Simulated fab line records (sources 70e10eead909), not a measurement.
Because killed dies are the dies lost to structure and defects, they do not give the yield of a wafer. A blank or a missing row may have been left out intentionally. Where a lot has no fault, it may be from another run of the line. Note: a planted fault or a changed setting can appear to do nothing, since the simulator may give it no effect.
A struck lot beside a sound one :: flow nand-harc :: 14 out of 1302 route steps
Sound: wafers L483.1, L483.2, L483.4. Wafers struck: L499.1, L499.3, L499.4. Last of all comes the cause.
Per side, at each step with rows, come the tool, then ch with its chambers, and then its first start. Under that, the readings that differ: sound wafers :: struck wafers :: difference of the means :: sigmas: that difference in standard deviations of wafers without a fault.
alike: readings with means less than 2 such deviations apart, plus words and numbers identical on both sides. not compared: withheld readings, readings lacking a value on some wafer, bounds such as >300 that could conceal the same value, and numbers that have no deviation in the record and whose values overlap.
The two part at a step that has a row with sigmas, a row that says differs or no value, or rows on one side only. Numbers that don't overlap but have no deviation are shown without sigmas and don't part them. A reading that every wafer of one side lacks parts them only if that side has two wafers or more.

NHARC_A_ONON_D2_THK_MEAS_14: measures by ellipsometry.
  sound on film-metro-01 at day 12 10:47; struck on film-metro-02 at day 19 18:01
reading: thk-nm (nm)
sound: 983 987 987
struck: 1020 1019 1020
difference: +34
sigmas: +3
then, 2 steps without rows for these wafers: NHARC_A_ONON_D2_ANNEAL_15 (time 3600 s); NHARC_A_ONON_D2_DEP_16 (target thk 1000 nm).
NHARC_A_ONON_D2_THK_MEAS_18: measures by ellipsometry.
  sound on film-metro-02 at day 12 19:07; struck on film-metro-02 at day 20 01:24
  alike: thk-nm
then, no rows for these wafers at 1 step: NHARC_A_ONON_D2_DEP_19 (target thk 1000 nm).
NHARC_A_ONON_D2_THK_MEAS_21: measures by ellipsometry.
  sound on film-metro-01 at day 12 19:41; struck on film-metro-01 at day 20 01:58
  alike: thk-nm
then, no rows for these wafers at 1 step: NHARC_A_ONON_D2_DEP_22 (target thk 1000 nm).
NHARC_A_ONON_D2_THK_MEAS_24: measures by ellipsometry.
  sound on film-metro-01 at day 12 20:15; struck on film-metro-02 at day 20 02:32
  alike: thk-nm
then, no rows for these wafers at 1 step: NHARC_A_ONON_D2_DEP_25 (target thk 1000 nm).
NHARC_A_ONON_D2_THK_MEAS_27: measures by ellipsometry.
  sound on film-metro-02 at day 12 20:49; struck on film-metro-01 at day 20 03:05
  alike: thk-nm
then, no rows for these wafers at 1 step: NHARC_A_ONON_D2_DEP_28 (target thk 1000 nm).
NHARC_A_ONON_D2_THK_MEAS_30: measures by ellipsometry.
  sound on film-metro-02 at day 12 21:23; struck on film-metro-01 at day 20 03:40
  alike: thk-nm
NHARC_A_ONON_D2_DEP_33: deposits SiO2, target thk 200 nm.
  sound on pecvd-02 ch 1,2, day 12 21:27; struck on pecvd-03 ch 1,2, day 20 03:43
reading: heater-power-w (W)
sound: 656 758 758
struck: 397 372 392
difference: -337
sigmas: -3

reading: rf-fwd-power-W (W)
sound: 902.9 900.1 897.5
struck: 1257.7 1255.0 1258.0
difference: +356.7
sigmas: +99 or more

reading: showerhead-vpp-V (V)
sound: 1808 1791 1806
struck: 1915 2057 2055
difference: +207
sigmas: +3
  alike: throttle-valve-pct
  not compared: since-wet-clean-h
NHARC_A_ONON_D2_THK_MEAS_34: measures by ellipsometry.
  sound on film-metro-02 at day 12 21:52; struck on film-metro-01 at day 20 04:08
reading: thk-nm (nm)
sound: 199.9 195.7 201.4
struck: 219.6 219.0 225.3
difference: +22.3
sigmas: +8

## WHERE THEY PART
At NHARC_A_ONON_D2_THK_MEAS_14 first; at NHARC_A_ONON_D2_THK_MEAS_34 last (within this record only).

WHY: what had been put in by the simulator
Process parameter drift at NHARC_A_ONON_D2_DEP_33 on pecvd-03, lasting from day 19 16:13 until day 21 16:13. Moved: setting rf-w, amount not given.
